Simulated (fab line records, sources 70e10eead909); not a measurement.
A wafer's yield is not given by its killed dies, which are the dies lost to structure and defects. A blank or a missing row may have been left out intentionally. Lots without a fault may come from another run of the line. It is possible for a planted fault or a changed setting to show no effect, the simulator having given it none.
Matching of chambers -- flow nand harc -- rie diel-11 running NHARC_P_GATE_DESCUM_61: 4 sister chambers
The step chemistry O2, time 3 s. 8 wafers are shown with their chamber, then 9 later ones without.

## EACH WAFER AND ITS CHAMBER
wafer,chamber,drypump motor current A (A),showerhead plenum p Torr (Torr)
L078.5,0,6.0,1.93
L079.6,2,6.0,1.99
L081.1,2,6.0,1.99
L082.1,1,5.4,1.83
L082.2,0,6.0,1.92
L086.3,3,5.0,1.90
L086.4,1,5.3,1.82
L086.5,3,5.0,1.90

## WAFERS WHOSE CHAMBER IS MISSING
wafer,drypump motor current A (A),showerhead plenum p Torr (Torr)
L087.1,6.0,1.92
L087.2,5.3,1.82
L087.6,5.0,1.90
L094.2,5.3,1.82
L094.4,5.0,1.90
L094.5,6.0,1.92
L097.1,6.0,1.92
L097.2,6.0,1.98
L097.3,5.3,1.82

## WHICH CHAMBER EACH ONE RAN IN
wafer,from the rows above,in truth
L087.1,0,0
L087.2,1,1
L087.6,3,3
L094.2,1,1
L094.4,3,3
L094.5,0,0
L097.1,0,0
L097.2,2,2
L097.3,1,1
9 of 9 placed correctly. Not placeable from these rows: 0. Placed wrongly: 0.
How it was worked out, from the rows above alone: a wafer's distance from a chamber is the root of the sum, over the readings, of the square of ((its reading less the chamber's mean) divided by the reading's scatter). The wafer belongs to the nearest chamber; if the next one is less than 2 further off, it can't be placed. Each chamber's mean is taken over the wafers shown for it. The scatter: the root of (the sum of the squares of (reading less its chamber's mean) over the shown wafers, divided by (wafers less chambers)).
